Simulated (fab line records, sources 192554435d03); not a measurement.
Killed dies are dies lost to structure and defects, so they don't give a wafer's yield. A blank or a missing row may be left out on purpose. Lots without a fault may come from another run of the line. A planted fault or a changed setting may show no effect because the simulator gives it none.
A struck lot beside a sound one | flow n5_finfet | 37 steps out of a route of 1938
Sound: wafers L763.2, L763.3, L763.6. Struck: wafers L780.3, L780.5. (L780.6 of the same lot was not struck and is left out.) The cause comes at the end.
At each step with rows: each side's tool, then ch and its chambers, then its first start. Under that, the readings that differ: sound wafers | struck wafers | difference of the means | sigmas: that difference in standard deviations of wafers without a fault.
alike: readings whose means differ by less than 2 such deviations, and words and numbers that are the same on both sides. not compared: withheld readings, readings that some wafer has no value for, bounds like >300 that may hide the same value, and numbers for which the record gives no deviation and whose values overlap.
The two part at a step that has a row with sigmas, a row that says differs or no value, or rows on one side only. Numbers that don't overlap but have no deviation are shown without sigmas and don't part them. A reading that every wafer of one side lacks parts them only if that side has two wafers or more.

first, 10 steps without rows for these wafers: N5_BEOL_M0_CUTY_DESCUM_61 (chemistry O2, time 7.9 s); N5_BEOL_M0_CUTY_ETCH_62 (etches SiARC in CF4, time 58.5 s); N5_BEOL_M0_CUTY_ETCH_63 (etches SOC in N2/H2, target depth 82.7 nm, overetch 16.5 nm, time 124 s); N5_BEOL_M0_CUTY_STRIP_64 (strips in N2/H2); N5_BEOL_M0_ETCH_138 (etches SiCN in CH3F/O2, target depth 12 nm, time 31.6 s); N5_BEOL_M0_HM_OPEN_105 (chemistry Cl2/BCl3, target TiN, target depth 12 nm); N5_BEOL_M0_STRIP_140 (strips in CF4); N5_BEOL_M0_STRIP_104 (strips in N2/H2); N5_BEOL_M0_WET_ETCH_106 (etches SiO2 in DHF, target depth 130 nm, rinse time 30 s); N5_BEOL_M0_ETCH_128 (etches SiCN in CF4/N2, target depth 12 nm, overetch 5.1 nm, time 21.4 s).
N5_BEOL_M0_TRENCH_ETCH_107: etches SiOC in C4F6/O2, target depth 32.8 nm, time 16.4 s.
  sound on rie_diel-04 ch 2,3, day 6 09:18; struck on rie_diel-04 ch 0, day 10 18:04
  alike: drypump_motor_current_A, oes_ar_750_au, oes_product_au, rf_vpp_V, showerhead_plenum_p_Torr, throttle_valve_pct
  not compared: rf_hours_counter_h
then, 25 steps without rows for these wafers: N5_BEOL_M0_STRIP_142 (strips in N2/H2, time 10 s); N5_BEOL_M0_HM_STRIP_129 (strips TiN in peroxide tin strip, target depth 17 nm, time 108 s); N5_BEOL_M0_SRD_130 (time 30 s); N5_BEOL_M0_ETCH_109 (etches SiCN in CH3F/O2, target depth 8 nm, overetch 2.4 nm, time 27.4 s); N5_BEOL_M0_STRIP_139 (strips in post etch residue remover, time 60 s); N5_BEOL_M0_SRD_111 (time 30 s); N5_BEOL_M0_DEGAS_112 (time 60 s); N5_BEOL_M0_PRE_CLEAN_113 (time 30 s); N5_BEOL_M0_ALD_136 (deposits TaN, pulse time 2 s, purge time 3 s, co reactant purge time 2 s); N5_BEOL_M0_SURFACE_TREAT_137; N5_BEOL_M0_CVD_115 (deposits Co from CCTBA/H2, time 120 s); N5_BEOL_M0_SPUTTER_116 (material Cu, target thk 4 nm, time 7.37 s); N5_BEOL_M0_ANNEAL_117 (time 60 s); N5_BEOL_M0_SPUTTER_132 (material Cu, target thk 4 nm, time 7.37 s); N5_BEOL_M0_ANNEAL_133 (time 60 s); N5_BEOL_M0_SPUTTER_134 (material Cu, target thk 4 nm, time 7.37 s); N5_BEOL_M0_ANNEAL_135 (time 60 s); N5_BEOL_M0_SPUTTER_141 (material Cu, target thk 4 nm, time 7.37 s); N5_BEOL_M0_ECD_118 (material Cu, target thk 300 nm); N5_BEOL_M0_ANNEAL_119 (time 90 s); N5_BEOL_M0_CMP_120 (polishes, stops on SiOC, t overpolish 6.9 s); N5_BEOL_M0_PRE_CLEAN_131 (time 15 s); N5_BEOL_M0_CO_CAP_123 (material Co, precursor CCTBA/H2, target thk 2 nm, time 102.1 s); N5_BEOL_M0_PRE_CLEAN_124 (time 15 s); N5_BEOL_M0_DEP_125 (deposits SiCN from 3MS/NH3, target thk 8 nm, time 14 s).
-- the record jumps here: 8 days lie between the struck wafers' starts before and after (it left off in module BEOL_M0 and takes up again in module PASSIVATION, whose first step shown is number 1936 of the route) --
N5_PASSIVATION_PROBE_49:
  the record has rows for the struck wafers here (prober-01, day 18 12:52) and none for the sound ones

WHERE THEY PART
Only at N5_PASSIVATION_PROBE_49, within this record.

WHY: what the simulator had put in
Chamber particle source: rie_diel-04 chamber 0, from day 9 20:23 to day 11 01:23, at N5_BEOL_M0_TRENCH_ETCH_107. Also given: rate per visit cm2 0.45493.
